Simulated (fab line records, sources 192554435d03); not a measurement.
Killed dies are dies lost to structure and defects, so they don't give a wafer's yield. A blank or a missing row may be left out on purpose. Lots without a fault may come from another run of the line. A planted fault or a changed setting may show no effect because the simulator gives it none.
Which tool did it? | flow n5_finfet | 7 lots, 20 wafers sampled, at 2 steps of a route of 1938

WHAT THE GAUGES READ, wafer by wafer
N5_PASSIVATION_OVL_MEAS_60.
lot  | measured     | on         | TV_OVL (nm)
L479 | day 14 19:31 | overlay-02 | -2 0
L482 | day 15 01:18 | overlay-02 | 0 3 -1
L485 | day 15 05:35 | overlay-02 | 5 4 8
L484 | day 16 10:58 | overlay-02 | 0 1 5
L491 | day 17 08:29 | overlay-02 | -8 0 4
L499 | day 20 15:59 | overlay-01 | 5 3 2
L498 | day 21 02:23 | overlay-02 | 6 7 7

WHICH TOOL RAN EACH LOT (tool, then ch and the chambers of the sampled wafers, then the start)
lot  | N5_BEOL_M9_CVD_78
L479 | cvd_co-02 ch 0,1, day 12 08:41
L482 | cvd_co-01 ch 0,1, day 12 19:44
L485 | cvd_co-02 ch 1,2, day 13 08:31
L484 | cvd_co-01 ch 0,2, day 14 02:04
L491 | cvd_co-02 ch 0,1,2, day 14 20:55
L499 | cvd_co-01 ch 1,2, day 17 04:29
L498 | cvd_co-02 ch 0,1,2, day 17 22:28
- N5_BEOL_M9_CVD_78: deposits Co from CCTBA/H2, target thk 2 nm, time 138.9 s.

THE ANSWER, worked out from the rows above alone
Rule: what is usual is taken from the lots themselves. Put in order of their means at a reading, lots are off if they are a third of the lots or fewer, leave a main group of 4 or more, and stand apart from it by a gap of 3 or more times the standard deviation of the main group's means; of several such gaps the widest counts. A main group whose means are all the same, to the digits that the tables above print for the reading, isn't used. A lot without any number at a reading at which 4 lots or more have one is off too. The other lots that the step has rows for count as sound.
No lot is off at any reading shown: from this, nothing can be told.

WHAT THE SIMULATOR HAD PUT IN
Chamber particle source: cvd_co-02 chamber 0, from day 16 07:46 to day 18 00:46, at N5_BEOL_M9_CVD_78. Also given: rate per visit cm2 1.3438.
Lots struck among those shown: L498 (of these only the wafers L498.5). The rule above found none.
